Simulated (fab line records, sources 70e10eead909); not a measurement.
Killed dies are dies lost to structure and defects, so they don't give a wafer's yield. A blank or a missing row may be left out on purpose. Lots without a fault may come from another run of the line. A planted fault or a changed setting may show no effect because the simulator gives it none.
One fault seen from 2 desks | flow nand_harc | each desk has only its own numbers; what lay behind them comes last

THE TOOL OWNER'S DESK: pvd_sputter-03
The tool's own readings at NHARC_A_BONDPAD_PVD_27 (deposits Cu, target thk 30 nm, time 20.49 s): means of the sampled wafers that have a number, for each lot that ran on this tool. A lot is out of limits, marked OUT, if its mean lies more than 4 standard deviations from the usual mean; the brackets give that distance.
Columns: A = throttle_valve_pct at NHARC_A_BONDPAD_PVD_27, usual 29.5 %
lot  | first seen here | A
L852 | day 25 22:46    | 29.5
L851 | day 27 05:43    | 29.5
L855 | day 27 10:10    | 29.2
L854 | day 27 14:08    | 28.8
L856 | day 28 07:07    | 29.1
L861 | day 29 09:46    | 29.4
L867 | day 33 02:18    | 28.9
This desk's finding: nothing out of limits on any of the 7 lots.

THE METROLOGY DESK
What the gauges read, lot by lot, whatever tool the lot ran on: means of the sampled wafers that have a number. A lot is out of limits, marked OUT, if its mean lies more than 4 standard deviations from the usual mean; the brackets give that distance.
Columns: A = cd_nm at NHARC_A_BONDPAD_CD_MEAS_09, usual 499.9 nm; B = overlay_x_nm at NHARC_A_BONDPAD_OVL_MEAS_35, usual -1 nm; C = overlay_y_nm at NHARC_A_BONDPAD_OVL_MEAS_35, usual 1 nm
lot  | first seen here | A     | B   | C
L846 | day 23 12:25    | 498.2 | -1  | 1
L844 | day 23 14:01    | 500.0 | -5  | -3
L849 | day 25 15:19    | 500.1 | 0   | -8
L852 | day 25 21:22    | 500.0 | -1  | -9
L851 | day 27 04:20    | 498.0 | -3  | 7
L853 | day 27 06:06    | 500.5 | 3   | -4
L855 | day 27 08:47    | 500.0 | 7   | 7
L854 | day 27 12:46    | 502.3 | 0   | -8
L856 | day 28 05:38    | 500.1 | -1  | -2
L860 | day 29 05:23    | 501.5 | -5  | -9
L861 | day 29 08:21    | 499.5 | -5  | -3
L864 | day 31 09:12    | 499.5 | -12 | -4
L867 | day 33 00:56    | 499.0 | 1   | 2
This desk's finding: nothing out of limits on any of the 13 lots.

PUT TOGETHER
The tool owner's desk saw nothing out of limits.
The metrology desk saw nothing out of limits.

WHAT THE SIMULATOR HAD PUT IN
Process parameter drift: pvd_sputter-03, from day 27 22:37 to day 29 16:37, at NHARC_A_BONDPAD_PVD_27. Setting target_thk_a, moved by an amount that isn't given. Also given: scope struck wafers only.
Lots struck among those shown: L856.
